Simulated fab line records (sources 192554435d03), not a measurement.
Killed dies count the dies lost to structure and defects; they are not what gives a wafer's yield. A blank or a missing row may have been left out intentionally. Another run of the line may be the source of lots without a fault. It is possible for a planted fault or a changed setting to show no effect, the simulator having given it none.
Which tool is to blame? || flow n5Finfet || 10 lots, 28 wafers sampled, at 5 steps of a route of 1938

== WHAT THE GAUGES READ, wafer by wafer ==
N5_BEOL_M3_OCD_MEAS_38. Usual: 55.4 nm for trenchDepthNm, sd 1.
{"lot": "L109", "measured": "day 7 05:01", "on": "ocd-02", "trenchDepthNm (nm)": "55.7 53.5 55.5", "flag": ""}
{"lot": "L114", "measured": "day 8 20:40", "on": "ocd-02", "trenchDepthNm (nm)": "53.9 55.8 55.3", "flag": ""}
{"lot": "L116", "measured": "day 9 05:48", "on": "ocd-02", "trenchDepthNm (nm)": "54.6 56.0 55.0", "flag": ""}
{"lot": "L117", "measured": "day 9 11:48", "on": "ocd-01", "trenchDepthNm (nm)": "55.7 56.6 55.4", "flag": ""}
{"lot": "L122", "measured": "day 10 19:42", "on": "ocd-02", "trenchDepthNm (nm)": "57.0 56.0 55.8", "flag": ""}
{"lot": "L123", "measured": "day 10 19:49", "on": "ocd-01", "trenchDepthNm (nm)": "55.4 52.7", "flag": ""}
{"lot": "L126", "measured": "day 11 17:52", "on": "ocd-01", "trenchDepthNm (nm)": "53.5 57.3 54.9", "flag": ""}
{"lot": "L130", "measured": "day 13 07:34", "on": "ocd-02", "trenchDepthNm (nm)": "55.1 56.6", "flag": ""}
{"lot": "L132", "measured": "day 13 10:43", "on": "ocd-02", "trenchDepthNm (nm)": "56.8 56.0 56.2", "flag": ""}
{"lot": "L131", "measured": "day 13 07:58", "on": "ocd-02", "trenchDepthNm (nm)": "55.4 54.0 54.1", "flag": ""}

N5_BEOL_M3_CD_MEAS_35: target cd 18 nm, target cd y 21 nm. Usual: 18.0 nm for cdNm, sd 0.35.
{"lot": "L109", "measured": "day 7 05:11", "on": "cdSem-01", "cdNm (nm)": "18.2 18.2 18.0", "flag": ""}
{"lot": "L114", "measured": "day 8 20:49", "on": "cdSem-03", "cdNm (nm)": "17.6 18.0 18.1", "flag": ""}
{"lot": "L116", "measured": "day 9 05:57", "on": "cdSem-03", "cdNm (nm)": "18.1 17.9 18.1", "flag": ""}
{"lot": "L117", "measured": "day 9 11:57", "on": "cdSem-02", "cdNm (nm)": "18.2 17.9 18.1", "flag": ""}
{"lot": "L122", "measured": "day 10 19:51", "on": "cdSem-01", "cdNm (nm)": "18.1 18.4 17.4", "flag": ""}
{"lot": "L123", "measured": "day 10 19:59", "on": "cdSem-02", "cdNm (nm)": "18.2 18.1", "flag": ""}
{"lot": "L126", "measured": "day 11 18:02", "on": "cdSem-02", "cdNm (nm)": "17.9 17.4 18.2", "flag": ""}
{"lot": "L130", "measured": "day 13 07:43", "on": "cdSem-03", "cdNm (nm)": "18.0 17.6", "flag": ""}
{"lot": "L132", "measured": "day 13 10:52", "on": "cdSem-03", "cdNm (nm)": "18.7 18.0 18.3", "flag": ""}
{"lot": "L131", "measured": "day 13 08:08", "on": "cdSem-02", "cdNm (nm)": "18.0 18.1 17.3", "flag": ""}

N5_BEOL_M4_RC_MEAS_101. Usual: DIBL_N 36.5 mV/V, standard deviation 1.8; DIBL_P 36.5 mV/V, standard deviation 2.1; IOFF_N 0.17 nA/um, standard deviation 0.031; IOFF_P 0.22 nA/um, standard deviation 0.036; ION_N 677 uA/um, standard deviation 11; ION_P 463 uA/um, standard deviation 8; SS_N 71.6 mV/dec, standard deviation 0.61; SS_P 73.3 mV/dec, standard deviation 0.63; VT_N 249 mV, standard deviation 3.1; VT_P -250 mV, standard deviation 3.3.
{"lot": "L109", "measured": "day 7 22:33", "on": "prober-02", "DIBL_N (mV/V)": "33.8 35.2 33.9", "DIBL_P (mV/V)": "32.6 34.7 32.7", "IOFF_N (nA/um)": "0.12 0.15 0.13", "IOFF_P (nA/um)": "0.15 0.20 0.16", "ION_N (uA/um)": "655 672 659", "ION_P (uA/um)": "446 457 447", "SS_N (mV/dec)": "71.0 71.0 70.7", "SS_P (mV/dec)": "72.9 73.3 71.9", "VT_N (mV)": "253 248 253", "VT_P (mV)": "-257 -250 -255", "flag": ""}
{"lot": "L114", "measured": "day 9 10:14", "on": "prober-01", "DIBL_N (mV/V)": "38.5 34.7 36.1", "DIBL_P (mV/V)": "38.5 34.7 35.5", "IOFF_N (nA/um)": "0.21 0.14 0.15", "IOFF_P (nA/um)": "0.26 0.20 0.20", "ION_N (uA/um)": "694 681 679", "ION_P (uA/um)": "476 468 469", "SS_N (mV/dec)": "72.0 71.0 71.7", "SS_P (mV/dec)": "73.7 72.8 73.1", "VT_N (mV)": "242 250 250", "VT_P (mV)": "-245 -248 -249", "flag": ""}
{"lot": "L116", "measured": "day 9 19:58", "on": "prober-01", "DIBL_N (mV/V)": "36.8 33.8 35.6", "DIBL_P (mV/V)": "35.8 32.8 34.7", "IOFF_N (nA/um)": "0.16 0.12 0.15", "IOFF_P (nA/um)": "0.21 0.16 0.19", "ION_N (uA/um)": "675 673 670", "ION_P (uA/um)": "460 459 461", "SS_N (mV/dec)": "71.4 71.0 71.0", "SS_P (mV/dec)": "73.3 72.4 72.5", "VT_N (mV)": "248 251 249", "VT_P (mV)": "-249 -254 -248", "flag": ""}
{"lot": "L117", "measured": "day 10 03:37", "on": "prober-02", "DIBL_N (mV/V)": "35.0 35.3 36.3", "DIBL_P (mV/V)": "34.7 34.6 35.7", "IOFF_N (nA/um)": "0.15 0.16 0.16", "IOFF_P (nA/um)": "0.20 0.20 0.21", "ION_N (uA/um)": "676 677 678", "ION_P (uA/um)": "462 465 462", "SS_N (mV/dec)": "71.1 70.5 71.2", "SS_P (mV/dec)": "73.3 72.5 73.3", "VT_N (mV)": "247 246 250", "VT_P (mV)": "-251 -251 -251", "flag": ""}
{"lot": "L122", "measured": "day 11 07:36", "on": "prober-02", "DIBL_N (mV/V)": "38.1 38.4 34.5", "DIBL_P (mV/V)": "37.8 38.9 34.7", "IOFF_N (nA/um)": "0.17 0.19 0.12", "IOFF_P (nA/um)": "0.20 0.23 0.16", "ION_N (uA/um)": "675 684 672", "ION_P (uA/um)": "452 464 462", "SS_N (mV/dec)": "72.2 72.9 71.4", "SS_P (mV/dec)": "73.4 74.0 73.6", "VT_N (mV)": "251 248 252", "VT_P (mV)": "-251 -251 -255", "flag": ""}
{"lot": "L123", "measured": "day 11 12:56", "on": "prober-01", "DIBL_N (mV/V)": "35.1 35.0", "DIBL_P (mV/V)": "35.0 35.1", "IOFF_N (nA/um)": "0.14 0.14", "IOFF_P (nA/um)": "0.20 0.21", "ION_N (uA/um)": "675 684", "ION_P (uA/um)": "470 471", "SS_N (mV/dec)": "71.0 71.4", "SS_P (mV/dec)": "72.8 72.9", "VT_N (mV)": "250 249", "VT_P (mV)": "-250 -249", "flag": ""}
{"lot": "L126", "measured": "day 12 10:10", "on": "prober-01", "DIBL_N (mV/V)": "33.8 37.1 35.9", "DIBL_P (mV/V)": "31.6 35.1 33.6", "IOFF_N (nA/um)": "0.12 0.19 0.17", "IOFF_P (nA/um)": "0.16 0.22 0.19", "ION_N (uA/um)": "667 681 668", "ION_P (uA/um)": "455 460 455", "SS_N (mV/dec)": "70.6 71.2 71.5", "SS_P (mV/dec)": "71.7 73.0 73.0", "VT_N (mV)": "252 245 247", "VT_P (mV)": "-252 -246 -251", "flag": ""}
{"lot": "L130", "measured": "day 13 21:04", "on": "prober-02", "DIBL_N (mV/V)": "33.1 36.2", "DIBL_P (mV/V)": "32.2 36.9", "IOFF_N (nA/um)": "0.11 0.17", "IOFF_P (nA/um)": "0.17 0.22", "ION_N (uA/um)": "649 664", "ION_P (uA/um)": "458 463", "SS_N (mV/dec)": "70.5 72.0", "SS_P (mV/dec)": "72.9 72.4", "VT_N (mV)": "253 251", "VT_P (mV)": "-252 -249", "flag": ""}
{"lot": "L132", "measured": "day 14 23:12", "on": "prober-01", "DIBL_N (mV/V)": "37.0 40.1 38.5", "DIBL_P (mV/V)": "35.4 39.8 38.1", "IOFF_N (nA/um)": "0.15 0.20 0.18", "IOFF_P (nA/um)": "0.20 0.28 0.25", "ION_N (uA/um)": "662 673 667", "ION_P (uA/um)": "456 465 461", "SS_N (mV/dec)": "72.7 72.6 71.9", "SS_P (mV/dec)": "72.6 74.4 73.8", "VT_N (mV)": "253 251 248", "VT_P (mV)": "-251 -245 -247", "flag": ""}
{"lot": "L131", "measured": "day 14 00:46", "on": "prober-02", "DIBL_N (mV/V)": "36.9 38.9 35.3", "DIBL_P (mV/V)": "37.0 39.9 35.8", "IOFF_N (nA/um)": "0.17 0.21 0.16", "IOFF_P (nA/um)": "0.25 0.29 0.22", "ION_N (uA/um)": "673 687 683", "ION_P (uA/um)": "465 476 472", "SS_N (mV/dec)": "71.8 72.7 71.2", "SS_P (mV/dec)": "73.1 73.8 72.8", "VT_N (mV)": "247 247 250", "VT_P (mV)": "-246 -243 -248", "flag": ""}

== WHICH TOOL RAN EACH LOT (tool, then ch and the chambers of the sampled wafers, then the start) ==
{"lot": "L109", "N5_BEOL_M3_ETCH_69": "rieDiel-01 ch 0,1,3, day 7 02:02", "N5_BEOL_M3_VIA_ETCH_34": "rieDiel-06 ch 0,1,2, day 7 04:46"}
{"lot": "L114", "N5_BEOL_M3_ETCH_69": "rieDiel-06 ch 1,2,3, day 8 13:53", "N5_BEOL_M3_VIA_ETCH_34": "rieDiel-02 ch 0,2, day 8 20:24"}
{"lot": "L116", "N5_BEOL_M3_ETCH_69": "rieDiel-06 ch 1,2,3, day 9 03:32", "N5_BEOL_M3_VIA_ETCH_34": "rieDiel-06 ch 1,3, day 9 05:32"}
{"lot": "L117", "N5_BEOL_M3_ETCH_69": "rieDiel-01 ch 0,1,2, day 9 11:04", "N5_BEOL_M3_VIA_ETCH_34": "rieDiel-01 ch 0,1,2, day 9 11:33"}
{"lot": "L122", "N5_BEOL_M3_ETCH_69": "rieDiel-01 ch 1,2,3, day 10 15:13", "N5_BEOL_M3_VIA_ETCH_34": "rieDiel-06 ch 1,2,3, day 10 19:26"}
{"lot": "L123", "N5_BEOL_M3_ETCH_69": "rieDiel-01 ch 0,3, day 10 15:29", "N5_BEOL_M3_VIA_ETCH_34": "rieDiel-02 ch 2,3, day 10 19:34"}
{"lot": "L126", "N5_BEOL_M3_ETCH_69": "rieDiel-02 ch 1,2,3, day 11 08:46", "N5_BEOL_M3_VIA_ETCH_34": "rieDiel-02 ch 0,1,2, day 11 17:37"}
{"lot": "L130", "N5_BEOL_M3_ETCH_69": "rieDiel-02 ch 0,2, day 12 20:05", "N5_BEOL_M3_VIA_ETCH_34": "rieDiel-06 ch 2,3, day 13 07:19"}
{"lot": "L132", "N5_BEOL_M3_ETCH_69": "rieDiel-02 ch 0,2, day 12 23:54", "N5_BEOL_M3_VIA_ETCH_34": "rieDiel-06 ch 0,1,3, day 13 10:28"}
{"lot": "L131", "N5_BEOL_M3_ETCH_69": "rieDiel-02 ch 0,1,3, day 13 02:05", "N5_BEOL_M3_VIA_ETCH_34": "rieDiel-01 ch 1,2,3, day 13 07:43"}
- N5_BEOL_M3_ETCH_69: etches SiARC in CF4, target depth 15.6 nm, time 26 s.
- N5_BEOL_M3_VIA_ETCH_34: etches the open film in C4F6/O2, target depth 69.4 nm, time 65.9 s.

== AS READ BY THE TOOLS THEMSELVES (means over the sampled wafers that have a number; for cases with no such wafer, the mark the record gives instead) ==
N5_BEOL_M3_ETCH_69. Usual: drypumpMotorCurrentA 5.7 A, standard deviation 0.43; etchRfOnTimeS 26.0 s, standard deviation 0.59; oesProductAu 0.66 a.u., standard deviation 0.076; rfVppV 184.1 V, standard deviation 1.1; showerheadPlenumPTorr 2.14 Torr, standard deviation 0.066; throttleValvePct 15.61 %, standard deviation 0.24.
{"lot": "L109", "tool": "rieDiel-01", "drypumpMotorCurrentA (A)": 5.9, "etchRfOnTimeS (s)": 25.9, "oesProductAu (a.u.)": 0.72, "rfVppV (V)": 185.0, "showerheadPlenumPTorr (Torr)": 2.18, "throttleValvePct (%)": 15.58, "flag": ""}
{"lot": "L114", "tool": "rieDiel-06", "drypumpMotorCurrentA (A)": 5.4, "etchRfOnTimeS (s)": 25.4, "oesProductAu (a.u.)": 0.65, "rfVppV (V)": 184.5, "showerheadPlenumPTorr (Torr)": 2.16, "throttleValvePct (%)": 15.60, "flag": ""}
{"lot": "L116", "tool": "rieDiel-06", "drypumpMotorCurrentA (A)": 5.4, "etchRfOnTimeS (s)": 25.6, "oesProductAu (a.u.)": 0.65, "rfVppV (V)": 183.6, "showerheadPlenumPTorr (Torr)": 2.16, "throttleValvePct (%)": 15.61, "flag": ""}
{"lot": "L117", "tool": "rieDiel-01", "drypumpMotorCurrentA (A)": 5.8, "etchRfOnTimeS (s)": 26.1, "oesProductAu (a.u.)": 0.68, "rfVppV (V)": 184.5, "showerheadPlenumPTorr (Torr)": 2.13, "throttleValvePct (%)": 15.58, "flag": ""}
{"lot": "L122", "tool": "rieDiel-01", "drypumpMotorCurrentA (A)": 6.0, "etchRfOnTimeS (s)": 24.2, "oesProductAu (a.u.)": 0.71, "rfVppV (V)": 184.2, "showerheadPlenumPTorr (Torr)": 2.16, "throttleValvePct (%)": 15.49, "flag": "OFF"}
{"lot": "L123", "tool": "rieDiel-01", "drypumpMotorCurrentA (A)": 5.7, "etchRfOnTimeS (s)": 22.9, "oesProductAu (a.u.)": 0.74, "rfVppV (V)": 183.1, "showerheadPlenumPTorr (Torr)": 2.20, "throttleValvePct (%)": 15.72, "flag": "OFF"}
{"lot": "L126", "tool": "rieDiel-02", "drypumpMotorCurrentA (A)": 5.8, "etchRfOnTimeS (s)": 26.4, "oesProductAu (a.u.)": 0.60, "rfVppV (V)": 184.1, "showerheadPlenumPTorr (Torr)": 2.11, "throttleValvePct (%)": 15.63, "flag": ""}
{"lot": "L130", "tool": "rieDiel-02", "drypumpMotorCurrentA (A)": 5.8, "etchRfOnTimeS (s)": 25.6, "oesProductAu (a.u.)": 0.70, "rfVppV (V)": 186.1, "showerheadPlenumPTorr (Torr)": 2.23, "throttleValvePct (%)": 15.77, "flag": ""}
{"lot": "L132", "tool": "rieDiel-02", "drypumpMotorCurrentA (A)": 5.9, "etchRfOnTimeS (s)": 25.5, "oesProductAu (a.u.)": 0.73, "rfVppV (V)": 185.1, "showerheadPlenumPTorr (Torr)": 2.24, "throttleValvePct (%)": 15.76, "flag": ""}
{"lot": "L131", "tool": "rieDiel-02", "drypumpMotorCurrentA (A)": 5.8, "etchRfOnTimeS (s)": 26.3, "oesProductAu (a.u.)": 0.74, "rfVppV (V)": 184.0, "showerheadPlenumPTorr (Torr)": 2.14, "throttleValvePct (%)": 15.46, "flag": ""}

N5_BEOL_M3_VIA_ETCH_34. Usual: O2_flow_sccm 10.00 sccm, standard deviation 0.031; drypumpMotorCurrentA 5.7 A, standard deviation 0.4; oesProductAu 0.78 a.u., standard deviation 0.096; rfVppV 663 V, standard deviation 9.4; showerheadPlenumPTorr 2.85 Torr, standard deviation 0.084; throttleValvePct 30.74 %, standard deviation 0.29.
{"lot": "L109", "tool": "rieDiel-06", "O2_flow_sccm (sccm)": 10.01, "drypumpMotorCurrentA (A)": 5.5, "oesProductAu (a.u.)": 0.70, "rfVppV (V)": 666, "showerheadPlenumPTorr (Torr)": 2.85, "throttleValvePct (%)": 30.78, "flag": ""}
{"lot": "L114", "tool": "rieDiel-02", "O2_flow_sccm (sccm)": 9.99, "drypumpMotorCurrentA (A)": 5.9, "oesProductAu (a.u.)": 0.69, "rfVppV (V)": 665, "showerheadPlenumPTorr (Torr)": 2.78, "throttleValvePct (%)": 31.01, "flag": ""}
{"lot": "L116", "tool": "rieDiel-06", "O2_flow_sccm (sccm)": 10.02, "drypumpMotorCurrentA (A)": 5.5, "oesProductAu (a.u.)": 0.73, "rfVppV (V)": 671, "showerheadPlenumPTorr (Torr)": 2.84, "throttleValvePct (%)": 30.55, "flag": ""}
{"lot": "L117", "tool": "rieDiel-01", "O2_flow_sccm (sccm)": 9.97, "drypumpMotorCurrentA (A)": 5.8, "oesProductAu (a.u.)": 0.81, "rfVppV (V)": 668, "showerheadPlenumPTorr (Torr)": 2.84, "throttleValvePct (%)": 30.79, "flag": ""}
{"lot": "L122", "tool": "rieDiel-06", "O2_flow_sccm (sccm)": 10.01, "drypumpMotorCurrentA (A)": 5.4, "oesProductAu (a.u.)": 0.85, "rfVppV (V)": 669, "showerheadPlenumPTorr (Torr)": 2.88, "throttleValvePct (%)": 30.70, "flag": ""}
{"lot": "L123", "tool": "rieDiel-02", "O2_flow_sccm (sccm)": 10.00, "drypumpMotorCurrentA (A)": 6.1, "oesProductAu (a.u.)": 0.68, "rfVppV (V)": 653, "showerheadPlenumPTorr (Torr)": 2.84, "throttleValvePct (%)": 30.66, "flag": ""}
{"lot": "L126", "tool": "rieDiel-02", "O2_flow_sccm (sccm)": 9.99, "drypumpMotorCurrentA (A)": 5.6, "oesProductAu (a.u.)": 0.80, "rfVppV (V)": 660, "showerheadPlenumPTorr (Torr)": 2.88, "throttleValvePct (%)": 30.75, "flag": ""}
{"lot": "L130", "tool": "rieDiel-06", "O2_flow_sccm (sccm)": 9.97, "drypumpMotorCurrentA (A)": 5.3, "oesProductAu (a.u.)": 0.76, "rfVppV (V)": 666, "showerheadPlenumPTorr (Torr)": 2.91, "throttleValvePct (%)": 30.91, "flag": ""}
{"lot": "L132", "tool": "rieDiel-06", "O2_flow_sccm (sccm)": 10.03, "drypumpMotorCurrentA (A)": 5.6, "oesProductAu (a.u.)": 0.88, "rfVppV (V)": 664, "showerheadPlenumPTorr (Torr)": 2.81, "throttleValvePct (%)": 30.56, "flag": ""}
{"lot": "L131", "tool": "rieDiel-01", "O2_flow_sccm (sccm)": 9.97, "drypumpMotorCurrentA (A)": 6.0, "oesProductAu (a.u.)": 0.77, "rfVppV (V)": 664, "showerheadPlenumPTorr (Torr)": 2.85, "throttleValvePct (%)": 30.70, "flag": ""}

== THE ANSWER, worked out from the rows above alone ==
Rule: a lot counts as off when the mean over its wafers that have a number is more than 3 standard deviations away from the usual mean. A lot without any number at a reading at which 4 lots or more have one is off too. All remaining lots with rows at the step are treated as sound. Order of review: gauges by route order, followed by the tools' own readings, for which a lot's mean as printed above is used. At the first step where some lot is off, the reading lying furthest off is the one used; lots without a number count as furthest.
Off: L122, L123, at N5_BEOL_M3_ETCH_69 (etchRfOnTimeS).
A tool fits if, at that step or a process step before it, it ran every lot that is off, and no sound lot after the first of them. One candidate fits, namely rieDiel-01 at N5_BEOL_M3_ETCH_69. Its last sound lot is L117 (day 9 11:04), its first lot that is off L122 (day 10 15:13): a fault that began between those two fits.
On the lots that are off, the tool's own readings at N5_BEOL_M3_ETCH_69 differ by more than 5 times the standard deviation of the sound lots' means, which bears it out; etchRfOnTimeS reads 23.5 s there versus 25.9 s on the sound lots.

== WHAT THE SIMULATOR PUT IN ==
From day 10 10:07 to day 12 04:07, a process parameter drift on rieDiel-01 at N5_BEOL_M3_ETCH_69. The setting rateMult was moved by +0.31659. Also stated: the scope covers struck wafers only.
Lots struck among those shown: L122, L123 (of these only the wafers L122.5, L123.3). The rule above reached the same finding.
